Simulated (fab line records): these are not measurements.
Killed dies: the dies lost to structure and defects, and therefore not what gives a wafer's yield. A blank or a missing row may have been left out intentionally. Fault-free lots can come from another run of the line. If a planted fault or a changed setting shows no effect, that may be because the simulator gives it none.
Which tool was responsible? | flow nand harc | Sampling: 24 lots, 72 wafers, 6 of 1302 route steps

WHAT EACH GAUGE READ, for each wafer
The record lacks any reading of a measuring or inspecting step that a usual standard deviation could be used to judge.

TOOL THAT RAN EACH LOT (tool first, then ch and the chambers of the sampled wafers, then the start)
lot  | NHARC_A_STAIRCASE_ETCH_25      | NHARC_A_STAIRCASE_ETCH_188     | NHARC_A_STAIRCASE_ETCH_199     | NHARC_A_STAIRCASE_TRIM_202     | NHARC_A_STAIRCASE_ETCH_227     | NHARC_A_STAIRCASE_TRIM_233
L074 | rie diel-08 ch 0,1,3, no start | rie diel-12 ch 0,1,3, no start | rie diel-11 ch 1,2, no start   | rie diel-11 ch 1,3, no start   | rie diel-11 ch 0,1,2, no start | rie diel-12 ch 0,3, no start
L075 | rie diel-08 ch 0,1, no start   | rie diel-12 ch 1,2, no start   | rie diel-11 ch 0,1,3, no start | rie diel-11 ch 0,2,3, no start | rie diel-12 ch 0,1,2, no start | rie diel-12 ch 1,2, no start
L077 | rie diel-11 ch 2,3, no start   | rie diel-11 ch 1,3, no start   | rie diel-11 ch 0,2,3, no start | rie diel-11 ch 1,3, no start   | rie diel-12 ch 2,3, no start   | rie diel-08 ch 0,2,3, no start
L076 | rie diel-12 ch 0,3, no start   | rie diel-12 ch 1,3, no start   | rie diel-12 ch 0,2,3, no start | rie diel-12 ch 2,3, no start   | rie diel-12 ch 1,2, no start   | rie diel-08 ch 0,1,2, no start
L079 | rie diel-11 ch 1,2, no start   | rie diel-12 ch 1,2,3, no start | rie diel-12 ch 0,2,3, no start | rie diel-12 ch 0,2, no start   | rie diel-08 ch 0,2,3, no start | rie diel-08 ch 0,1,3, no start
L078 | rie diel-08 ch 2,3, no start   | rie diel-08 ch 0,2,3, no start | rie diel-12 ch 0,1,2, no start | rie diel-12 ch 0,3, no start   | rie diel-12 ch 2,3, no start   | rie diel-12 ch 1,2,3, no start
L080 | rie diel-12 ch 0,2,3, no start | rie diel-12 ch 0,2,3, no start | rie diel-11 ch 0,1,3, no start | rie diel-11 ch 0,2,3, no start | rie diel-08 ch 1,2,3, no start | rie diel-08 ch 0,2,3, no start
L081 | rie diel-11 ch 1,2,3, no start | rie diel-12 ch 0,1,2, no start | rie diel-12 ch 1,2,3, no start | rie diel-12 ch 1,2,3, no start | rie diel-08 ch 0,2,3, no start | rie diel-08 ch 0,1,2, no start
L082 | rie diel-12 ch 1,2,3, no start | rie diel-12 ch 1,2, no start   | rie diel-12 ch 0,2, no start   | rie diel-12 ch 2,3, no start   | rie diel-11 ch 0,2,3, no start | rie diel-08 ch 1,2,3, no start
L083 | rie diel-11 ch 2,3, no start   | rie diel-11 ch 2,3, no start   | rie diel-08 ch 0,1,3, no start | rie diel-08 ch 0,1,2, no start | rie diel-11 ch 0,1,2, no start | rie diel-08 ch 0,1,2, no start
L084 | rie diel-11 ch 1,3, no start   | rie diel-08 ch 0,2,3, no start | rie diel-08 ch 1,2,3, no start | rie diel-08 ch 1,2,3, no start | rie diel-08 ch 2,3, no start   | rie diel-11 ch 1,2, no start
L085 | rie diel-12 ch 0,1, no start   | rie diel-08 ch 0,2,3, no start | rie diel-08 ch 0,1,2, no start | rie diel-08 ch 2,3, no start   | rie diel-12 ch 0,2, no start   | rie diel-11 ch 0,1, no start
L086 | rie diel-08 ch 1,2, no start   | rie diel-12 ch 1,2,3, no start | rie diel-11 ch 0,3, no start   | rie diel-11 ch 0,1,3, no start | rie diel-12 ch 0,1, no start   | rie diel-11 ch 0,1,3, no start
L087 | rie diel-08 ch 0,3, no start   | rie diel-11 ch 1,2,3, no start | rie diel-12 ch 2,3, no start   | rie diel-12 ch 2,3, no start   | rie diel-08 ch 0,3, no start   | rie diel-12 ch 0,3, no start
L088 | rie diel-08 ch 0,2,3, no start | rie diel-12 ch 0,2, no start   | rie diel-12 ch 2,3, no start   | rie diel-12 ch 1,2,3, no start | rie diel-08 ch 0,2,3, no start | rie diel-12 ch 0,2,3, no start
L090 | rie diel-12 ch 0,2,3, no start | rie diel-12 ch 0,2,3, no start | rie diel-12 ch 1,2,3, no start | rie diel-12 ch 1,2, no start   | rie diel-11 ch 1,2, no start   | rie diel-08 ch 0,2, no start
L089 | rie diel-12 ch 1,2,3, no start | rie diel-12 ch 1,2, no start   | rie diel-12 ch 1,2, no start   | rie diel-12 ch 0,3, no start   | rie diel-08 ch 2,3, no start   | rie diel-12 ch 0,1,3, no start
L091 | rie diel-11 ch 0,1,2, no start | rie diel-12 ch 0,2, no start   | rie diel-12 ch 0,1,3, no start | rie diel-12 ch 0,1,3, no start | rie diel-11 ch 1,2,3, no start | rie diel-12 ch 0,3, no start
L092 | rie diel-11 ch 0,2,3, no start | rie diel-12 ch 0,1,3, no start | rie diel-12 ch 0,1,2, no start | rie diel-12 ch 0,1,2, no start | rie diel-11 ch 0,2, no start   | rie diel-08 ch 0,2,3, no start
L094 | rie diel-12 ch 1,2,3, no start | rie diel-12 ch 0,1,2, no start | rie diel-11 ch 0,2,3, no start | rie diel-11 ch 0,1,3, no start | rie diel-11 ch 1,2,3, no start | rie diel-11 ch 0,1,3, no start
L093 | rie diel-08 ch 0,1,3, no start | rie diel-11 ch 0,2,3, no start | rie diel-11 ch 0,1,2, no start | rie diel-11 ch 1,2,3, no start | rie diel-11 ch 0,1,2, no start | rie diel-11 ch 0,1,2, no start
L095 | rie diel-11 ch 1,2,3, no start | rie diel-12 ch 0,1,3, no start | rie diel-12 ch 0,2,3, no start | rie diel-12 ch 0,2,3, no start | rie diel-08 ch 1,2,3, no start | rie diel-12 ch 0,1,2, no start
L096 | rie diel-11 ch 0,1,3, no start | rie diel-12 ch 1,3, no start   | rie diel-11 ch 0,2,3, no start | rie diel-11 ch 1,2,3, no start | rie diel-12 ch 0,1,2, no start | rie diel-08 ch 0,3, no start
L097 | rie diel-12 ch 0,1,3, no start | rie diel-12 ch 1,2,3, no start | rie diel-08 ch 0,1,2, no start | rie diel-08 ch 0,1,2, no start | rie diel-08 ch 0,2,3, no start | rie diel-12 ch 0,1,2, no start
- NHARC_A_STAIRCASE_ETCH_25: etches the open film in C4F8/O2, target depth 100 nm, time 40.5 s.
- NHARC_A_STAIRCASE_ETCH_188: etches the open film in C4F8/O2, target depth 100 nm, time 40.5 s.
- NHARC_A_STAIRCASE_ETCH_199: etches the open film in C4F8/O2, target depth 100 nm, time 40.5 s.
- NHARC_A_STAIRCASE_TRIM_202: chemistry O2, time 211.2 s.
- NHARC_A_STAIRCASE_ETCH_227: etches the open film in C4F8/O2, target depth 100 nm, time 40.5 s.
- NHARC_A_STAIRCASE_TRIM_233: chemistry O2, time 211.2 s.

WHAT THE TOOLS THEMSELVES READ (means of the sampled wafers that have a number; where no wafer has one, the mark that the record gives instead)
NHARC_A_STAIRCASE_ETCH_25. Usual: oes product au 0.945 a.u., standard deviation 0.009; rf vpp V 895 V, standard deviation 6.6.
lot  | tool        | oes product au (a.u.) | rf vpp V (V) | flag
L074 | rie diel-08 | 0.931                 | 895          |
L075 | rie diel-08 | 0.947                 | 899          |
L077 | rie diel-11 | 0.943                 | 887          |
L076 | rie diel-12 | 0.933                 | 896          |
L079 | rie diel-11 | 0.946                 | 894          |
L078 | rie diel-08 | 0.948                 | 892          |
L080 | rie diel-12 | 0.942                 | 895          |
L081 | rie diel-11 | 0.944                 | 892          |
L082 | rie diel-12 | 0.936                 | 896          |
L083 | rie diel-11 | 0.948                 | 901          |
L084 | rie diel-11 | 0.947                 | 892          |
L085 | rie diel-12 | 0.948                 | 901          |
L086 | rie diel-08 | 0.943                 | 892          |
L087 | rie diel-08 | 0.955                 | 899          |
L088 | rie diel-08 | 0.940                 | 896          |
L090 | rie diel-12 | 0.933                 | 895          |
L089 | rie diel-12 | 0.954                 | 896          |
L091 | rie diel-11 | 0.945                 | 900          |
L092 | rie diel-11 | 0.954                 | 895          |
L094 | rie diel-12 | 0.943                 | 895          |
L093 | rie diel-08 | 0.955                 | 893          |
L095 | rie diel-11 | 0.947                 | 897          |
L096 | rie diel-11 | 0.944                 | 893          |
L097 | rie diel-12 | 0.938                 | 899          |

NHARC_A_STAIRCASE_ETCH_188. Usual: oes product au 0.939 a.u., standard deviation 0.014; rf vpp V 896 V, standard deviation 6.1.
lot  | tool        | oes product au (a.u.) | rf vpp V (V) | flag
L074 | rie diel-12 | 0.946                 | 900          |
L075 | rie diel-12 | 0.950                 | 896          |
L077 | rie diel-11 | 0.939                 | 897          |
L076 | rie diel-12 | 0.933                 | 897          |
L079 | rie diel-12 | 0.955                 | 895          |
L078 | rie diel-08 | 0.944                 | 896          |
L080 | rie diel-12 | 0.922                 | 895          |
L081 | rie diel-12 | 0.914                 | 897          |
L082 | rie diel-12 | 0.927                 | 894          |
L083 | rie diel-11 | 0.944                 | 895          |
L084 | rie diel-08 | 0.946                 | 896          |
L085 | rie diel-08 | 0.927                 | 896          |
L086 | rie diel-12 | 0.954                 | 895          |
L087 | rie diel-11 | 0.947                 | 897          |
L088 | rie diel-12 | 0.940                 | 896          |
L090 | rie diel-12 | 0.928                 | 894          |
L089 | rie diel-12 | 0.928                 | 900          |
L091 | rie diel-12 | 0.954                 | 893          |
L092 | rie diel-12 | 0.934                 | 899          |
L094 | rie diel-12 | 0.947                 | 898          |
L093 | rie diel-11 | 0.949                 | 896          |
L095 | rie diel-12 | 0.947                 | 899          |
L096 | rie diel-12 | 0.914                 | 900          |
L097 | rie diel-12 | 0.918                 | 896          |

NHARC_A_STAIRCASE_ETCH_199. Usual: oes product au 0.941 a.u., standard deviation 0.011; rf vpp V 895 V, standard deviation 6.1.
lot  | tool        | oes product au (a.u.) | rf vpp V (V) | flag
L074 | rie diel-11 | 0.956                 | 896          |
L075 | rie diel-11 | 0.943                 | 894          |
L077 | rie diel-11 | 0.937                 | 890          |
L076 | rie diel-12 | 0.948                 | 894          |
L079 | rie diel-12 | 0.937                 | 894          |
L078 | rie diel-12 | 0.943                 | 899          |
L080 | rie diel-11 | 0.938                 | 894          |
L081 | rie diel-12 | 0.939                 | 896          |
L082 | rie diel-12 | 0.947                 | 897          |
L083 | rie diel-08 | 0.953                 | 893          |
L084 | rie diel-08 | 0.928                 | 890          |
L085 | rie diel-08 | 0.938                 | 895          |
L086 | rie diel-11 | 0.953                 | 890          |
L087 | rie diel-12 | 0.935                 | 892          |
L088 | rie diel-12 | 0.932                 | 891          |
L090 | rie diel-12 | 0.930                 | 896          |
L089 | rie diel-12 | 0.945                 | 894          |
L091 | rie diel-12 | 0.934                 | 898          |
L092 | rie diel-12 | 0.943                 | 898          |
L094 | rie diel-11 | 0.943                 | 895          |
L093 | rie diel-11 | 0.945                 | 899          |
L095 | rie diel-12 | 0.946                 | 894          |
L096 | rie diel-11 | 0.953                 | 896          |
L097 | rie diel-08 | 0.936                 | 902          |

NHARC_A_STAIRCASE_TRIM_202. Usual: drypump motor current A 5.8 A, standard deviation 0.42; oes product au 1.000 a.u., standard deviation 0.0072; rf vpp V 57.7 V, standard deviation 0.87; showerhead plenum p Torr 3.52 Torr, standard deviation 0.17; throttle valve pct 17.036 %, standard deviation 0.01.
lot  | tool        | drypump motor current A (A) | oes product au (a.u.) | rf vpp V (V) | showerhead plenum p Torr (Torr) | throttle valve pct (%) | flag
L074 | rie diel-11 | 5.4                         | 1.008                 | 58.1         | 3.54                            | 17.036                 |
L075 | rie diel-11 | 5.8                         | 1.001                 | 56.7         | 3.37                            | 17.040                 |
L077 | rie diel-11 | 5.4                         | 1.007                 | 58.1         | 3.53                            | 17.039                 |
L076 | rie diel-12 | 6.3                         | 0.995                 | 57.5         | 3.39                            | 17.033                 |
L079 | rie diel-12 | 6.1                         | 1.003                 | 57.3         | 3.46                            | 17.042                 |
L078 | rie diel-12 | 5.9                         | 0.994                 | 58.2         | 3.59                            | 17.039                 |
L080 | rie diel-11 | 5.8                         | 1.009                 | 56.9         | 3.36                            | 17.038                 |
L081 | rie diel-12 | 6.0                         | 0.987                 | 57.2         | 3.53                            | 17.031                 |
L082 | rie diel-12 | 6.3                         | 0.994                 | 57.4         | 3.38                            | 17.036                 |
L083 | rie diel-08 | 5.6                         | 1.006                 | 58.2         | 3.52                            | 17.041                 |
L084 | rie diel-08 | 6.0                         | 1.005                 | 58.2         | 3.38                            | 17.038                 |
L085 | rie diel-08 | 6.0                         | 0.993                 | 57.8         | 3.39                            | 17.042                 |
L086 | rie diel-11 | 5.5                         | 1.001                 | 57.8         | 3.46                            | 17.038                 |
L087 | rie diel-12 | 6.3                         | 0.996                 | 57.0         | 3.41                            | 17.033                 |
L088 | rie diel-12 | 6.0                         | 0.991                 | 57.9         | 3.52                            | 17.046                 |
L090 | rie diel-12 | 5.7                         | 0.996                 | 57.7         | 3.63                            | 17.035                 |
L089 | rie diel-12 | 5.9                         | 0.994                 | 57.1         | 3.57                            | 17.042                 |
L091 | rie diel-12 | 5.8                         | 1.006                 | 57.8         | 3.62                            | 17.032                 |
L092 | rie diel-12 | 5.8                         | 0.999                 | 56.6         | 3.58                            | 17.035                 |
L094 | rie diel-11 | 5.4                         | 1.004                 | 58.0         | 3.45                            | 17.030                 |
L093 | rie diel-11 | 5.7                         | 1.003                 | 57.7         | 3.57                            | 17.028                 |
L095 | rie diel-12 | 6.1                         | 1.000                 | 58.6         | 3.46                            | 17.048                 |
L096 | rie diel-11 | 5.7                         | 1.008                 | 58.5         | 3.56                            | 17.039                 |
L097 | rie diel-08 | 5.6                         | 1.002                 | 58.6         | 3.68                            | 17.034                 |

NHARC_A_STAIRCASE_ETCH_227. Usual: oes product au 0.943 a.u., standard deviation 0.0095; rf vpp V 896 V, standard deviation 6.3.
lot  | tool        | oes product au (a.u.) | rf vpp V (V) | flag
L074 | rie diel-11 | 0.942                 | 894          |
L075 | rie diel-12 | 0.942                 | 898          |
L077 | rie diel-12 | 0.953                 | 891          |
L076 | rie diel-12 | 0.941                 | 896          |
L079 | rie diel-08 | 0.948                 | 895          |
L078 | rie diel-12 | 0.945                 | 892          |
L080 | rie diel-08 | 0.949                 | 891          |
L081 | rie diel-08 | 0.938                 | 897          |
L082 | rie diel-11 | 0.934                 | 896          |
L083 | rie diel-11 | 0.953                 | 899          |
L084 | rie diel-08 | 0.940                 | 894          |
L085 | rie diel-12 | 0.952                 | 893          |
L086 | rie diel-12 | 0.939                 | 902          |
L087 | rie diel-08 | 0.933                 | 898          |
L088 | rie diel-08 | 0.944                 | 896          |
L090 | rie diel-11 | 0.959                 | 902          |
L089 | rie diel-08 | 0.949                 | 890          |
L091 | rie diel-11 | 0.944                 | 898          |
L092 | rie diel-11 | 0.940                 | 897          |
L094 | rie diel-11 | 0.949                 | 897          |
L093 | rie diel-11 | 0.943                 | 898          |
L095 | rie diel-08 | 0.946                 | 896          |
L096 | rie diel-12 | 0.923                 | 898          |
L097 | rie diel-08 | 0.944                 | 895          |

NHARC_A_STAIRCASE_TRIM_233. Usual: drypump motor current A 5.8 A, standard deviation 0.47; oes product au 0.999 a.u., standard deviation 0.0072; rf vpp V 57.8 V, standard deviation 0.94; showerhead plenum p Torr 3.52 Torr, standard deviation 0.18; throttle valve pct 17.037 %, standard deviation 0.0092.
lot  | tool        | drypump motor current A (A) | oes product au (a.u.) | rf vpp V (V) | showerhead plenum p Torr (Torr) | throttle valve pct (%) | flag
L074 | rie diel-12 | 5.9                         | 0.983                 | 58.4         | 3.60                            | 17.048                 |
L075 | rie diel-12 | 6.0                         | 1.004                 | 57.3         | 3.51                            | 17.040                 |
L077 | rie diel-08 | 5.7                         | 1.001                 | 58.4         | 3.55                            | 17.036                 |
L076 | rie diel-08 | 5.7                         | 1.002                 | 57.0         | 3.53                            | 17.033                 |
L079 | rie diel-08 | 5.5                         | 0.995                 | 56.9         | 3.47                            | 17.044                 |
L078 | rie diel-12 | 6.0                         | 0.989                 | 57.0         | 3.53                            | 17.034                 |
L080 | rie diel-08 | 5.7                         | 1.005                 | 57.9         | 3.54                            | 17.032                 |
L081 | rie diel-08 | 5.6                         | 0.995                 | 57.2         | 3.53                            | 17.034                 |
L082 | rie diel-08 | 6.0                         | 1.000                 | 57.1         | 3.38                            | 17.033                 |
L083 | rie diel-08 | 5.6                         | 1.000                 | 57.9         | 3.52                            | 17.037                 |
L084 | rie diel-11 | 5.7                         | 1.007                 | 57.7         | 3.67                            | 17.037                 |
L085 | rie diel-11 | 5.5                         | 0.996                 | 58.0         | 3.51                            | 17.037                 |
L086 | rie diel-11 | 5.5                         | 1.001                 | 57.6         | 3.46                            | 17.027                 |
L087 | rie diel-12 | 5.9                         | 0.995                 | 58.1         | 3.57                            | 17.030                 |
L088 | rie diel-12 | 6.1                         | 0.995                 | 57.8         | 3.47                            | 17.033                 |
L090 | rie diel-08 | 5.4                         | 1.001                 | 58.0         | 3.67                            | 17.035                 |
L089 | rie diel-12 | 5.8                         | 0.996                 | 59.0         | 3.62                            | 17.038                 |
L091 | rie diel-12 | 5.9                         | 0.995                 | 57.5         | 3.57                            | 17.037                 |
L092 | rie diel-08 | 5.7                         | 1.008                 | 59.0         | 3.52                            | 17.041                 |
L094 | rie diel-11 | 5.4                         | 0.993                 | 58.1         | 3.45                            | 17.035                 |
L093 | rie diel-11 | 5.8                         | 1.007                 | 58.0         | 3.61                            | 17.033                 |
L095 | rie diel-12 | 5.8                         | 1.002                 | 58.0         | 3.57                            | 17.029                 |
L096 | rie diel-08 | 5.5                         | 0.998                 | 56.8         | 3.45                            | 17.036                 |
L097 | rie diel-12 | 5.8                         | 0.998                 | 58.1         | 3.57                            | 17.033                 |

THE ANSWER, worked out from the rows above alone
Rule: a lot counts as off when the mean over its wafers that have a number is more than 3 standard deviations away from the usual mean. Also off: a lot with no number at a reading for which 4 or more lots have one. Where the step has rows for the other lots, those lots are counted as sound. The gauges are gone through in route order, then the tools' own readings, and for those a lot's mean is taken as printed above. The first step at which some lot is off is used, and at that step the reading that is off furthest; a lot without a number counts as furthest.
No lot is off on any of the readings shown, so nothing can be concluded from this.

WHAT THE SIMULATOR HAD INSERTED
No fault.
